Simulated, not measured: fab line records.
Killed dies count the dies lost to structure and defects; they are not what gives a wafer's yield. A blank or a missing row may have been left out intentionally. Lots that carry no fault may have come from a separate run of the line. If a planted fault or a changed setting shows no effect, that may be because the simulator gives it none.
Which tool did it?	flow nand harc	Sampling: 24 lots, 72 wafers, 6 of 1302 route steps

## WHAT EACH GAUGE READ, for each wafer
The record lacks any reading of a measuring or inspecting step that a usual standard deviation could be used to judge.

## TOOL THAT RAN EACH LOT (tool first, then ch and the chambers of the sampled wafers, then the start)
lot	NHARC_A_WL_FILL_CMP_12	NHARC_A_CONTACT_DEP_24	NHARC_A_CONTACT_DEP_28	NHARC_A_CONTACT_DESCUM_47	NHARC_A_CONTACT_ETCH_116	NHARC_A_CONTACT_ETCH_102
L074	cmp-03 ch 0,2, day 21 04:13	pecvd-01 ch 0,2, day 21 04:45	acl dep-02 ch 0, day 21 08:01	rie diel-10 ch 0,2, day 21 13:12	har cap etch-01 ch 0,1, day 21 15:54	rie diel-02 ch 0,1,3, day 21 18:35
L075	cmp-02 ch 0,1,2, day 21 18:55	pecvd-04 ch 1,2, day 21 19:25	acl dep-01 ch 0, day 22 00:46	rie diel-10 ch 1,2,3, day 22 05:59	har cap etch-03 ch 1, day 22 08:59	rie diel-10 ch 0,1, day 22 11:40
L076	cmp-02 ch 1,2, day 21 21:58	pecvd-04 ch 0,2, day 21 22:38	acl dep-02 ch 0, day 22 02:43	rie diel-03 ch 1,2,3, day 22 07:05	har cap etch-02 ch 0, day 22 09:55	rie diel-10 ch 0,3, day 22 12:38
L077	cmp-02 ch 0,3, day 22 00:54	pecvd-04 ch 1,2, day 22 01:27	acl dep-03 ch 0, day 22 05:25	rie diel-02 ch 0,1,3, day 22 10:33	har cap etch-03 ch 0,1, day 22 13:17	rie diel-03 ch 0,3, day 22 15:56
L078	cmp-03 ch 0,2,3, day 22 13:59	pecvd-01 ch 1,2, day 22 14:32	acl dep-02 ch 0, day 22 15:34	rie diel-02 ch 2,3, day 22 20:43	har cap etch-03 ch 0,1, day 22 23:59	rie diel-10 ch 0,1,2, day 23 02:43
L080	cmp-03 ch 0,1,2, day 23 08:18	pecvd-04 ch 1,2, day 23 08:54	acl dep-03 ch 0, day 23 09:43	rie diel-02 ch 1,3, day 23 14:56	har cap etch-01 ch 0,1, day 23 17:38	rie diel-10 ch 1,2,3, day 23 20:23
L079	cmp-02 ch 0,2, day 23 08:26	pecvd-01 ch 0,1,2, day 23 08:58	acl dep-02 ch 0, day 23 10:09	rie diel-03 ch 0,1,2, day 23 15:16	har cap etch-03 ch 0,1, day 23 18:05	rie diel-03 ch 0,1,2, day 23 20:46
L081	cmp-01 ch 1,2,3, day 24 00:25	pecvd-04 ch 1,2, day 24 01:06	acl dep-02 ch 0, day 24 03:00	rie diel-03 ch 1,2,3, day 24 06:51	har cap etch-03 ch 0,1, day 24 09:37	rie diel-02 ch 0,2, day 24 12:28
L082	cmp-02 ch 2,3, day 25 04:59	pecvd-04 ch 0,2, day 25 05:34	acl dep-02 ch 0, day 25 06:52	rie diel-02 ch 0,1, day 25 11:14	har cap etch-01 ch 0,1, day 25 13:56	rie diel-02 ch 1,2,3, day 25 16:36
L085	cmp-02 ch 0,1,3, day 25 18:39	pecvd-01 ch 0,1, day 25 19:11	acl dep-01 ch 0, day 25 20:24	rie diel-02 ch 0,3, day 26 01:31	har cap etch-02 ch 0,1, day 26 04:14	rie diel-02 ch 0,2,3, day 26 06:55
L083	cmp-03 ch 0,2,3, day 25 18:41	pecvd-04 ch 0,1,2, day 25 19:15	acl dep-02 ch 0, day 25 20:31	rie diel-02 ch 0,1,3, day 26 01:58	har cap etch-01 ch 0,1, day 26 05:32	rie diel-10 ch 1,2,3, day 26 08:21
L086	cmp-02 ch 0,1,2, day 25 21:52	pecvd-04 ch 0,1, day 25 22:23	acl dep-03 ch 0, day 25 23:37	rie diel-02 ch 1,2, day 26 04:43	har cap etch-03 ch 0,1, day 26 07:25	rie diel-03 ch 0,3, day 26 10:08
L084	cmp-03 ch 0,1, day 26 04:53	pecvd-04 ch 0,1,2, day 26 05:29	acl dep-03 ch 0, day 26 08:08	rie diel-02 ch 0,2, day 26 12:38	har cap etch-01 ch 0,1, day 26 15:22	rie diel-10 ch 1,2, day 26 18:04
L087	cmp-02 ch 0,2,3, day 26 04:58	pecvd-01 ch 0,2, day 26 05:36	acl dep-01 ch 0, day 26 08:54	rie diel-03 ch 2,3, day 26 13:53	har cap etch-03 ch 0,1, day 26 16:37	rie diel-10 ch 2,3, day 26 19:19
L088	cmp-03 ch 1,2,3, day 27 03:35	pecvd-01 ch 0,1,2, day 27 04:07	acl dep-01 ch 0, day 27 09:44	rie diel-02 ch 1,2,3, day 27 14:06	har cap etch-01 ch 0,1, day 27 17:01	rie diel-10 ch 1,2, day 27 19:43
L091	cmp-01 ch 0,1,3, day 27 19:16	pecvd-01 ch 0,1, day 27 19:49	acl dep-03 ch 0, day 27 22:19	rie diel-02 ch 0,3, day 28 03:36	har cap etch-02 ch 0,1, day 28 07:04	rie diel-10 ch 1,2, day 28 09:47
L090	cmp-03 ch 0,1,3, day 28 07:10	pecvd-01 ch 0,2, day 28 07:38	acl dep-01 ch 0, day 28 08:58	rie diel-02 ch 0,1, day 28 13:27	har cap etch-03 ch 0,1, day 28 16:09	rie diel-03 ch 2,3, day 28 18:50
L089	cmp-01 ch 2,3, day 28 07:16	pecvd-02 ch 0,2, day 28 07:52	acl dep-02 ch 0, day 28 09:07	rie diel-10 ch 0,3, day 28 13:40	har cap etch-02 ch 0,1, day 28 16:41	rie diel-03 ch 1,2,3, day 28 19:55
L092	cmp-02 ch 0,1, day 28 11:24	pecvd-01 ch 0,1,2, day 28 11:58	acl dep-02 ch 0, day 28 12:44	rie diel-02 ch 0,1,2, day 28 18:18	har cap etch-03 ch 0,1, day 28 20:59	rie diel-02 ch 0,1,3, day 28 23:41
L093	cmp-02 ch 1,2,3, day 29 03:21	pecvd-04 ch 0,1,2, day 29 03:52	acl dep-02 ch 0, day 29 06:55	rie diel-10 ch 0,1,3, day 29 12:03	har cap etch-03 ch 0,1, day 29 14:45	rie diel-03 ch 0,1,2, day 29 17:28
L094	cmp-02 ch 2,3, day 29 08:44	pecvd-02 ch 0, day 29 09:17	acl dep-03 ch 0, day 29 12:02	rie diel-02 ch 0,1, day 29 16:30	har cap etch-02 ch 0, day 29 19:11	rie diel-02 ch 0,3, day 29 21:53
L096	cmp-03 ch 0,1, day 30 06:28	pecvd-01 ch 0,1, day 30 07:05	acl dep-03 ch 0, day 30 07:47	rie diel-02 ch 0,1,3, day 30 13:02	har cap etch-03 ch 0,1, day 30 15:46	rie diel-02 ch 0,1,3, day 30 18:32
L095	cmp-01 ch 0,1,2, day 30 06:31	pecvd-04 ch 0,1,2, day 30 06:59	acl dep-01 ch 0, day 30 09:01	rie diel-03 ch 1,2,3, day 30 12:47	har cap etch-02 ch 0,1, day 30 15:35	rie diel-03 ch 0,2,3, day 30 18:15
L097	cmp-03 ch 0,1, day 30 19:16	pecvd-01 ch 1,2, day 30 19:53	acl dep-03 ch 0, day 30 20:25	rie diel-02 ch 1,2,3, day 31 01:27	har cap etch-03 ch 0,1, day 31 04:09	rie diel-10 ch 0,2,3, day 31 06:51
- NHARC_A_WL_FILL_CMP_12: polishes, t overpolish 30 s, target thk 100 nm.
- NHARC_A_CONTACT_DEP_24: deposits SiO2, target thk 500 nm.
- NHARC_A_CONTACT_DEP_28: deposits aC, target thk 7000 nm.
- NHARC_A_CONTACT_DESCUM_47: chemistry O2, time 3 s.
- NHARC_A_CONTACT_ETCH_116: etches the open film in C4F8/O2/Ar, time 190 s, target depth 1850 nm.
- NHARC_A_CONTACT_ETCH_102: etches the open film in CF4/O2, target depth 100 nm, overetch 10 nm, time 55 s.

## AS READ BY THE TOOLS THEMSELVES (means over the sampled wafers that have a number; for cases with no such wafer, the mark the record gives instead)
NHARC_A_WL_FILL_CMP_12.
lot	tool	motor current A (A)	overpolish run s (s)	time to endpoint s (s)
L074	cmp-03	10.7	30.000	22.2
L075	cmp-02	11.5	30.007	22.8
L076	cmp-02	11.7	29.993	20.5
L077	cmp-02	11.1	29.990	23.1
L078	cmp-03	11.6	29.996	21.2
L080	cmp-03	11.8	30.007	21.7
L079	cmp-02	11.0	30.002	22.1
L081	cmp-01	12.0	29.999	16.9
L082	cmp-02	11.4	29.990	21.6
L085	cmp-02	11.8	30.004	19.9
L083	cmp-03	11.7	29.998	17.6
L086	cmp-02	11.5	30.001	22.0
L084	cmp-03	12.7	30.002	15.6
L087	cmp-02	11.3	29.996	22.5
L088	cmp-03	12.3	29.997	19.3
L091	cmp-01	11.9	30.003	20.8
L090	cmp-03	12.6	30.006	19.0
L089	cmp-01	12.6	30.005	19.2
L092	cmp-02	12.9	30.003	21.3
L093	cmp-02	11.7	29.995	20.9
L094	cmp-02	11.2	29.999	19.5
L096	cmp-03	13.0	30.004	22.3
L095	cmp-01	12.0	30.002	16.0
L097	cmp-03	12.0	29.986	18.5

NHARC_A_CONTACT_DEP_24.
lot	tool	chamber pressure Torr (Torr)	heater power outer w (W)	heater power w (W)	throttle valve pct (%)
L074	pecvd-01	6.508	346	643	16.8
L075	pecvd-04	6.484	260	529	15.9
L076	pecvd-04	6.507	362	632	15.6
L077	pecvd-04	6.507	247	519	15.8
L078	pecvd-01	6.493	389	692	16.7
L080	pecvd-04	6.497	317	580	15.6
L079	pecvd-01	6.494	367	652	16.4
L081	pecvd-04	6.479	300	559	15.6
L082	pecvd-04	6.483	322	584	15.6
L085	pecvd-01	6.509	393	717	16.8
L083	pecvd-04	6.498	310	591	16.0
L086	pecvd-04	6.483	304	599	16.2
L084	pecvd-04	6.506	296	573	16.1
L087	pecvd-01	6.508	312	589	16.3
L088	pecvd-01	6.500	358	640	16.6
L091	pecvd-01	6.493	396	724	16.8
L090	pecvd-01	6.502	326	606	16.6
L089	pecvd-02	6.508	287	559	16.1
L092	pecvd-01	6.513	325	590	16.4
L093	pecvd-04	6.491	296	561	15.9
L094	pecvd-02	6.512	243	526	16.0
L096	pecvd-01	6.489	384	730	16.6
L095	pecvd-04	6.504	286	550	15.9
L097	pecvd-01	6.502	402	694	16.5

NHARC_A_CONTACT_DEP_28.
lot	tool	throttle valve pct (%)
L074	acl dep-02	35.005
L075	acl dep-01	34.999
L076	acl dep-02	34.993
L077	acl dep-03	34.997
L078	acl dep-02	35.005
L080	acl dep-03	35.002
L079	acl dep-02	35.000
L081	acl dep-02	34.989
L082	acl dep-02	35.001
L085	acl dep-01	35.006
L083	acl dep-02	34.996
L086	acl dep-03	35.001
L084	acl dep-03	34.993
L087	acl dep-01	34.994
L088	acl dep-01	34.997
L091	acl dep-03	35.006
L090	acl dep-01	35.002
L089	acl dep-02	35.000
L092	acl dep-02	35.003
L093	acl dep-02	34.998
L094	acl dep-03	35.000
L096	acl dep-03	35.009
L095	acl dep-01	34.997
L097	acl dep-03	34.993

NHARC_A_CONTACT_DESCUM_47.
lot	tool	drypump motor current A (A)	oes product au (a.u.)	rf vpp V (V)	showerhead plenum p Torr (Torr)	throttle valve pct (%)
L074	rie diel-10	5.2	0.990	57.7	1.88	11.310
L075	rie diel-10	5.5	1.000	57.5	1.92	11.319
L076	rie diel-03	5.9	0.992	57.4	1.92	11.317
L077	rie diel-02	6.0	1.001	58.1	1.89	11.316
L078	rie diel-02	5.4	0.995	58.3	1.88	11.309
L080	rie diel-02	6.2	0.995	58.0	1.96	11.313
L079	rie diel-03	5.8	0.990	57.7	1.95	11.303
L081	rie diel-03	5.8	0.994	58.0	1.92	11.307
L082	rie diel-02	6.0	0.986	57.4	1.86	11.302
L085	rie diel-02	6.0	0.988	57.6	1.83	11.317
L083	rie diel-02	6.0	0.989	58.2	1.88	11.306
L086	rie diel-02	5.5	0.994	57.9	1.94	11.310
L084	rie diel-02	5.3	0.996	57.1	1.86	11.314
L087	rie diel-03	5.7	1.000	58.4	2.00	11.317
L088	rie diel-02	5.8	0.992	58.3	1.92	11.308
L091	rie diel-02	6.0	0.998	58.5	1.83	11.307
L090	rie diel-02	6.0	0.999	57.6	1.86	11.313
L089	rie diel-10	5.3	1.008	56.9	1.91	11.313
L092	rie diel-02	5.7	0.992	57.7	1.90	11.310
L093	rie diel-10	5.6	1.010	58.6	1.89	11.315
L094	rie diel-02	5.9	0.999	57.8	1.86	11.320
L096	rie diel-02	6.0	0.988	58.1	1.88	11.307
L095	rie diel-03	5.9	0.995	58.4	2.00	11.315
L097	rie diel-02	5.8	0.989	57.5	1.91	11.318

NHARC_A_CONTACT_ETCH_102.
lot	tool	drypump motor current A (A)	oes product au (a.u.)	rf vpp V (V)	showerhead plenum p Torr (Torr)	throttle valve pct (%)
L074	rie diel-02	6.0	1.005	197.5	1.32	13.397
L075	rie diel-10	5.5	1.006	196.4	1.28	13.402
L076	rie diel-10	5.3	1.007	197.5	1.34	13.405
L077	rie diel-03	5.6	1.001	198.1	1.35	13.395
L078	rie diel-10	5.4	0.994	196.6	1.29	13.400
L080	rie diel-10	5.5	0.987	197.1	1.34	13.406
L079	rie diel-03	5.8	0.999	198.1	1.36	13.414
L081	rie diel-02	5.3	1.001	197.1	1.30	13.394
L082	rie diel-02	5.8	0.991	197.3	1.34	13.398
L085	rie diel-02	5.7	0.994	197.5	1.29	13.402
L083	rie diel-10	5.5	0.996	196.8	1.33	13.404
L086	rie diel-03	5.5	1.006	198.1	1.37	13.403
L084	rie diel-10	5.7	0.999	195.8	1.27	13.407
L087	rie diel-10	5.2	1.002	198.2	1.36	13.399
L088	rie diel-10	5.4	0.994	196.6	1.29	13.396
L091	rie diel-10	5.4	0.993	197.1	1.29	13.396
L090	rie diel-03	5.6	0.981	197.8	1.36	13.399
L089	rie diel-03	5.9	0.989	199.6	1.40	13.396
L092	rie diel-02	6.0	0.997	197.4	1.31	13.392
L093	rie diel-03	5.8	0.990	200.0	1.42	13.393
L094	rie diel-02	6.0	0.994	197.3	1.28	13.397
L096	rie diel-02	6.0	0.991	197.5	1.31	13.391
L095	rie diel-03	5.6	1.005	197.7	1.38	13.399
L097	rie diel-10	5.3	1.002	198.3	1.34	13.391

## THE ANSWER, worked out from the rows above alone
Rule: what is usual is taken from the lots themselves. Put in order of their means at a reading, lots are off if they are a third of the lots or fewer, leave a main group of 4 or more, and stand apart from it by a gap of 3 or more times the standard deviation of the main group's means; of several such gaps the widest counts. A main group is skipped when, at the precision printed for the reading in the tables above, its means are all equal. A lot without any number at a reading at which 4 lots or more have one is off too. All remaining lots with rows at the step are treated as sound. After the gauges, taken in route order, come the tools' own readings; for these a lot's mean is taken, as printed above. At the first step where some lot is off, the reading lying furthest off is the one used; lots without a number count as furthest.
None of the lots is off at any reading shown; this tells nothing.

## WHAT THE SIMULATOR PUT IN
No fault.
